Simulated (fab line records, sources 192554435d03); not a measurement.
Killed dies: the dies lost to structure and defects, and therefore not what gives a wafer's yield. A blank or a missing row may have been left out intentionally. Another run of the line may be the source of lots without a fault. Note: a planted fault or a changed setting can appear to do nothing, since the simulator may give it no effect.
Comparing a struck lot with a sound one	flow n5-finfet	44 out of 1938 route steps
Sound: the wafers L726.2, L726.4, L726.6. Struck: wafer L732.3 (left out: L732.1, a lot-mate that was not struck); the cause follows at the end.
For every step that has rows: the tool of each side, followed by ch and its chambers, followed by its first start. Under that, the readings that differ: sound wafers	struck wafers	difference of the means	sigmas: that difference in standard deviations of wafers without a fault.
alike: same words and numbers on both sides, and readings whose means sit less than 2 such deviations apart. not compared: any withheld reading, any reading some wafer has no value for, any bound like >300 that may hide the same value, and any number with overlapping values for which the record gives no deviation.
A row with sigmas, a row that says differs or no value, or rows on one side alone: a step with any of these is where the two part. When numbers do not overlap yet have no deviation, they are printed without sigmas and do not part them. A reading missing from all wafers of one side parts the sides only when that side holds two or more wafers.

first, 7 steps without rows for these wafers: N5_PMOS_HMC_CHANNEL_EPI_PRECLEAN_36 (cleans in O3/DIW, time 45 s); N5_PMOS_HMC_CHANNEL_EPI_PRECLEAN_18 (cleans in DHF, time 30 s); N5_PMOS_HMC_CHANNEL_EPI_SRD_19 (time 30 s); N5_PMOS_HMC_CHANNEL_EPI_EPI_20 (deposits SiGe30, target thk 59 nm); N5_PMOS_HMC_CHANNEL_EPI_HM_STRIP_35 (strips SiO2 in dHF, material SiO2, target depth 39.6 nm, time 216 s); N5_PMOS_HMC_CHANNEL_EPI_SRD_39 (time 30 s); N5_PMOS_HMC_CHANNEL_EPI_CMP_21 (polishes SiGe30, target thk 54 nm).
N5_PMOS_HMC_CHANNEL_EPI_THK_MEAS_22:
  struck on film-metro-02, day 4 02:05; sound on film-metro-02, day 2 15:03
  alike: HMC_CMP_THK
then, 4 steps without rows for these wafers: N5_PMOS_HMC_CHANNEL_EPI_PRECLEAN_40 (cleans in DHF, time 30 s); N5_PMOS_HMC_CHANNEL_EPI_PRECLEAN_37 (cleans in O3/DIW, time 45 s); N5_PMOS_HMC_CHANNEL_EPI_PRECLEAN_24 (cleans in DHF, time 30 s); N5_PMOS_HMC_CHANNEL_EPI_SRD_25 (time 30 s).
N5_PMOS_HMC_CHANNEL_EPI_EPI_26: deposits Si from SiH4/H2, target thk 3.8 nm, time 22.7 s.
  sound on epi-rpcvd-01 ch 0, day 2 15:13; struck on epi-rpcvd-02 ch 0, day 4 02:12
reading	sound	struck	difference	sigmas
model.Si_of_PMOS_HMC_CHANNEL_EPI_EPI_26.thk-nm (nm)	3.85 3.829 3.779	5.638	+1.819	
  alike: susceptor-temp-C, throttle-valve-pct
N5_PMOS_HMC_CHANNEL_EPI_INSPECT_30: inspects for defects (darkfield).
  struck on defect-inspect-02, day 4 02:41; sound on defect-inspect-01, day 2 15:38
  alike: raw-defect-count
then, 4 steps without rows for these wafers: N5_FIN_SAQP_PRECLEAN_42 (cleans in O3/DIW, time 60 s); N5_FIN_SAQP_PRECLEAN_00 (cleans in SC1, time 60 s); N5_FIN_SAQP_PRECLEAN_44 (cleans in SC2, time 45 s); N5_FIN_SAQP_SRD_01 (time 30 s).
N5_FIN_SAQP_ALD_61: deposits SiO2, target thk 4 nm, pulse time 1 s, purge time 2 s.
  sound on ald-sin-01 ch 0,1,2, day 2 15:58; struck on ald-sin-04 ch 0, day 4 02:49
  alike: heater-power-w, precursor-pulse-height-rel, susceptor-temp-C
N5_FIN_SAQP_DENSIFY_62: time 60 s.
  sound on rtp-anneal-01 ch 0, day 2 16:11; struck on rtp-anneal-02 ch 0, day 4 03:02
  alike: lamp-power-pct, wafer_temp_C_max
then, 1 step without rows for these wafers: N5_FIN_SAQP_HM_DEP_03 (deposits SiNx from SiH4/NH3/N2, target thk 38 nm, time 33.6 s).
N5_FIN_SAQP_THK_MEAS_05:
  struck on film-metro-02, day 4 03:20; sound on film-metro-01, day 2 16:28
  alike: thk-nm
then, 1 step without rows for these wafers: N5_FIN_SAQP_PECVD_47 (deposits a-Si from SiH4/He, target thk 45 nm, time 36.3 s).
N5_FIN_SAQP_PECVD_48: deposits SiNx from SiH4/NH3/N2, target thk 25 nm, time 22.1 s.
  sound on pecvd-04 ch 0,1, day 2 16:34; struck on pecvd-03 ch 0, day 4 03:26
reading	sound	struck	difference	sigmas
susceptor-temp-C (C)	399.70 399.98 399.98	400.31	+0.42	+2
  alike: heater-power-w, showerhead-plenum-p-Torr, showerhead-vpp-V, throttle-valve-pct
N5_FIN_SAQP_PECVD_06: deposits a-Si from SiH4/He, target thk 60 nm, time 48.1 s.
  sound on pecvd-04 ch 0,1, day 2 16:37; struck on pecvd-03 ch 0, day 4 03:30
reading	sound	struck	difference	sigmas
susceptor-temp-C (C)	400.59 399.88 400.44	399.73	-0.57	-2
  alike: heater-power-w, showerhead-plenum-p-Torr, showerhead-vpp-V, throttle-valve-pct
N5_FIN_SAQP_THK_MEAS_07:
  struck on film-metro-01, day 4 03:37; sound on film-metro-01, day 2 16:44
  alike: thk-nm
then, 9 steps without rows for these wafers: N5_FIN_SAQP_HM_DEP_72 (deposits SiO2 from SiH4/N2O, target thk 12 nm, time 7.2 s); N5_FIN_SAQP_COAT_49 (time 60 s, resist thk 100 nm); N5_FIN_SAQP_COAT_50 (time 60 s, resist thk 35 nm); N5_FIN_SAQP_COAT_10 (resist thk 90 nm); N5_FIN_SAQP_EBR_12; N5_FIN_SAQP_SOFTBAKE_11 (time 60 s); N5_FIN_SAQP_EXPOSE_13 (exposes mask FIN CORE, target cd 35.6 nm); N5_FIN_SAQP_PEB_14 (peb time 60 s); N5_FIN_SAQP_DEVELOP_15 (develop time 30 s).
N5_FIN_SAQP_CD_MEAS_16: the cd target is 35.6 nm.
  sound on cd-sem-03 ch 0, day 2 17:06; struck on cd-sem-01 ch 0, day 4 03:59
  alike: cd-nm
N5_FIN_SAQP_OVL_MEAS_17:
  sound on overlay-01 ch 0, day 2 17:08; struck on overlay-02 ch 0, day 4 04:01
  alike: FIN_CORE_OVL
N5_FIN_SAQP_INSPECT_18: inspects for defects (brightfield).
  struck on defect-inspect-02, day 4 04:02; sound on defect-inspect-02, day 2 17:10
reading	sound	struck	difference	sigmas
raw-defect-count	493 650 530	313	-245	-2
then, 1 step without rows for these wafers: N5_FIN_SAQP_DESCUM_21 (chemistry O2, time 7.9 s).
N5_FIN_SAQP_ETCH_51: etches SiARC in CF4, target depth 45.5 nm, time 75.8 s.
  sound on rie-diel-03 ch 0,1,3, day 2 17:14; struck on rie-diel-01 ch 3, day 4 04:07
reading	sound	struck	difference	sigmas
rf-vpp-V (V)	183.0 187.0 185.6	182.4	-2.8	-2
  alike: chamber-pressure-mTorr, drypump-motor-current-A, etch-rf-on-time-s, oes-product-au, showerhead-plenum-p-Torr, throttle-valve-pct
  not compared: rf-hours-counter-h
then, 1 step without rows for these wafers: N5_FIN_SAQP_ETCH_52 (etches SOC in N2/H2, target depth 100 nm, overetch 20 nm, time 150 s).
N5_STI_FIN_REVEAL_CLEAN_19: cleans in O3/DIW, time 120 s.
  sound on wet-bench-05 ch 0,4,6, day 3 09:41; struck on wet-bench-05 ch 2, day 4 18:31
reading	sound	struck	difference	sigmas
model.Si_of_PMOS_HMC_CHANNEL_EPI_EPI_26.thk-nm (nm)	2.6 2.4 2.4	4.2	+1.7	
  alike: o3-ppm
-- here the record skips 6 days between the struck wafers' starts before and after, leaving off in module STI_FIN_REVEAL and picking up in module BEOL_M4 (first step shown: number 1111 of the route) --
N5_BEOL_M4_RC_MEAS_101:
  sound on prober-02 ch 0, day 9 06:36; struck on prober-01 ch 0, day 10 14:25
reading	sound	struck	difference	sigmas
VT_P (mV)	-249 -252 -258	-260	-7	-2
  alike: DIBL_N, DIBL_P, IOFF_N, IOFF_P, ION_N, ION_P, SS_N, SS_P, VT_N
-- here the record skips 5 days between the struck wafers' starts before and after, leaving off in module BEOL_M4 and picking up in module PASSIVATION (first step shown: number 1936 of the route) --
N5_PASSIVATION_PROBE_49:
  rows exist in the record for the struck wafers here (prober-01, day 15 06:43), but not for the sound ones

WHERE THEY PART
Last at N5_PASSIVATION_PROBE_49 as far as this record goes, first at N5_FIN_SAQP_PECVD_48.

WHY: what the simulator had put in
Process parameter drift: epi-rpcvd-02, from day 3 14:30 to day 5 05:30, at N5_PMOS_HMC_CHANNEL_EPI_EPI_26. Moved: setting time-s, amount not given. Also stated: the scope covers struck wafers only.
